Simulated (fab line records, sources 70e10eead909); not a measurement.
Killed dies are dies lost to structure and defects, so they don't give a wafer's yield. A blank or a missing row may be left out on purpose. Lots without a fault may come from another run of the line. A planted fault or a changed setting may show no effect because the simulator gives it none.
Chamber matching | flow nand_harc | NHARC_A_BLC_STRIP_21 on rie_diel-08: 4 sister chambers
The step strips in O2. 24 wafers are shown with their chamber, then 12 later ones without.

WAFERS WITH THEIR CHAMBER
wafer  | chamber | showerhead_plenum_p_Torr (Torr) | drypump_motor_current_A (A) | oes_product_au (a.u.)
L077.3 | 2       | 3.42                            | 6.4                         | 1.010
L077.4 | 0       | 3.63                            | 6.0                         | 0.997
L077.6 | 2       | 3.42                            | 6.4                         | 0.998
L078.2 | 2       | 3.42                            | 6.3                         | 0.998
L078.3 | 3       | 3.68                            | 6.3                         | 1.004
L078.5 | 2       | 3.42                            | 6.3                         | 1.005
L076.2 | 2       | 3.42                            | 6.3                         | 1.005
L076.4 | 3       | 3.68                            | 6.3                         | 1.009
L076.5 | 0       | 3.63                            | 5.9                         | 0.988
L080.2 | 1       | 3.48                            | 5.2                         | 1.013
L080.4 | 0       | 3.62                            | 6.0                         | 0.994
L080.6 | 3       | 3.68                            | 6.2                         | 1.020
L081.1 | 1       | 3.49                            | 5.2                         | 1.017
L081.2 | 3       | 3.67                            | 6.3                         | 1.015
L081.4 | 0       | 3.62                            | 5.9                         | 0.993
L082.1 | 2       | 3.42                            | 6.3                         | 0.994
L082.3 | 3       | 3.68                            | 6.3                         | 1.016
L082.5 | 0       | 3.62                            | 5.9                         | 0.994
L083.1 | 2       | 3.41                            | 6.3                         | 0.999
L083.3 | 1       | 3.48                            | 5.2                         | 1.011
L083.5 | 0       | 3.62                            | 5.9                         | 0.998
L087.2 | 1       | 3.48                            | 5.1                         | 1.009
L087.4 | 3       | 3.67                            | 6.3                         | 1.018
L087.5 | 1       | 3.48                            | 5.1                         | 1.003

SIGNATURES (means of the wafers above)
reading                  | chamber 0 | chamber 1 | chamber 2 | chamber 3 | scatter within a chamber
showerhead_plenum_p_Torr | 3.6233    | 3.4820    | 3.4186    | 3.6767    | 0.00465
drypump_motor_current_A  | 5.933     | 5.160     | 6.329     | 6.283     | 0.049
oes_product_au           | 0.99400   | 1.01060   | 1.00129   | 1.01367   | 0.00517
Rule: a wafer's distance from a chamber is the root of the sum, over the readings, of the square of ((its reading less the chamber's mean) divided by the reading's scatter). The wafer belongs to the nearest chamber; if the next one is less than 2 further off, it can't be placed. The scatter: the root of (the sum of the squares of (reading less its chamber's mean) over the shown wafers, divided by (wafers less chambers)).

WAFERS WITHOUT THEIR CHAMBER
wafer  | showerhead_plenum_p_Torr (Torr) | drypump_motor_current_A (A) | oes_product_au (a.u.)
L086.1 | 3.62                            | 6.0                         | 0.986
L086.4 | 3.48                            | 5.1                         | 1.001
L086.6 | 3.41                            | 6.4                         | 0.995
L093.1 | 3.67                            | 6.3                         | 1.012
L093.2 | 3.48                            | 5.2                         | 1.008
L093.6 | 3.67                            | 6.3                         | 1.014
L092.1 | 3.67                            | 6.3                         | 1.009
L092.3 | 3.48                            | 5.1                         | 1.005
L092.4 | 3.62                            | 5.9                         | 0.983
L095.1 | 3.41                            | 6.3                         | 0.984
L095.3 | 3.62                            | 5.9                         | 0.987
L095.6 | 3.41                            | 6.3                         | 0.981

WHICH CHAMBER EACH WENT THROUGH
wafer  | from the rows above | in truth
L086.1 | 0                   | 0
L086.4 | 1                   | 1
L086.6 | 2                   | 2
L093.1 | 3                   | 3
L093.2 | 1                   | 1
L093.6 | 3                   | 3
L092.1 | 3                   | 3
L092.3 | 1                   | 1
L092.4 | 0                   | 0
L095.1 | 2                   | 2
L095.3 | 0                   | 0
L095.6 | 2                   | 2
Placed correctly: 12 of 12. Can't be placed from these rows: 0. Placed wrongly: 0.
